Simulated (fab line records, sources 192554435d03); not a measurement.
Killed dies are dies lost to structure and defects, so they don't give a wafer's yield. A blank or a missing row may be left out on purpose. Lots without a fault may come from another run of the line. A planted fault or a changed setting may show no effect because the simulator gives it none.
Chamber matching | flow n5_finfet | N5_BEOL_M9_ILD_DEP_00 on pecvd-04: 3 sister chambers
The step deposits SiCOH lowk from DEMS/porogen, target thk 308.51 nm, time 58 s. 20 wafers are shown with their chamber, then 10 later ones without.

WAFERS WITH THEIR CHAMBER
wafer  | chamber | throttle_valve_pct (%) | heater_power_w (W) | showerhead_plenum_p_Torr (Torr)
L074.4 | 1       | 14.1                   | 265                | 5.751
L074.5 | 0       | 13.3                   | 269                | 5.732
L074.6 | 2       | 12.9                   | 384                | 5.734
L077.1 | 1       | 14.1                   | 271                | 5.738
L077.2 | 0       | 13.4                   | 276                | 5.731
L077.3 | 2       | 12.8                   | 374                | 5.743
L078.2 | 1       | 13.9                   | 257                | 5.751
L078.4 | 1       | 14.0                   | 271                | 5.744
L078.5 | 2       | 13.0                   | 313                | 5.712
L079.1 | 2       | 13.0                   | 386                | 5.739
L079.2 | 1       | 14.1                   | 290                | 5.737
L079.3 | 0       | 13.6                   | 309                | 5.742
L079.4 | 0       | 13.6                   | 314                | 5.726
L079.5 | 2       | 12.7                   | 388                | 5.735
L079.6 | 1       | 14.1                   | 297                | 5.734
L082.2 | 2       | 12.9                   | 323                | 5.737
L082.3 | 0       | 13.3                   | 293                | 5.743
L082.4 | 0       | 13.4                   | 292                | 5.734
L084.3 | 2       | 12.9                   | 375                | 5.739
L084.5 | 1       | 14.0                   | 286                | 5.753

SIGNATURES (means of the wafers above)
reading                  | chamber 0 | chamber 1 | chamber 2 | scatter within a chamber
throttle_valve_pct       | 13.433    | 14.043    | 12.886    | 0.108
heater_power_w           | 292.17    | 276.71    | 363.29    | 22.7
showerhead_plenum_p_Torr | 5.73467   | 5.74400   | 5.73414   | 0.00843
Rule: a wafer's distance from a chamber is the root of the sum, over the readings, of the square of ((its reading less the chamber's mean) divided by the reading's scatter). The wafer belongs to the nearest chamber; if the next one is less than 2 further off, it can't be placed. The scatter: the root of (the sum of the squares of (reading less its chamber's mean) over the shown wafers, divided by (wafers less chambers)).

WAFERS WITHOUT THEIR CHAMBER
wafer  | throttle_valve_pct (%) | heater_power_w (W) | showerhead_plenum_p_Torr (Torr)
L084.6 | 12.8                   | 377                | 5.741
L087.1 | 13.1                   | 305                | 5.746
L087.3 | 12.8                   | 387                | 5.740
L087.6 | 12.9                   | 373                | 5.742
L086.1 | 12.8                   | 322                | 5.740
L086.4 | 13.1                   | 293                | 5.738
L086.5 | 12.8                   | 341                | 5.737
L095.2 | 14.5                   | 269                | 5.741
L095.3 | 14.1                   | 276                | 5.738
L095.6 | 13.0                   | 357                | 5.730

WHICH CHAMBER EACH WENT THROUGH
wafer  | from the rows above     | in truth
L084.6 | 2                       | 2
L087.1 | can't be placed: 0 or 2 | 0
L087.3 | 2                       | 2
L087.6 | 2                       | 2
L086.1 | 2                       | 2
L086.4 | can't be placed: 0 or 2 | 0
L086.5 | 2                       | 2
L095.2 | 1                       | 1
L095.3 | 1                       | 1
L095.6 | 2                       | 2
Placed correctly: 8 of 10. Can't be placed from these rows: 2 (the true chamber is among the candidates in 2). Placed wrongly: 0.
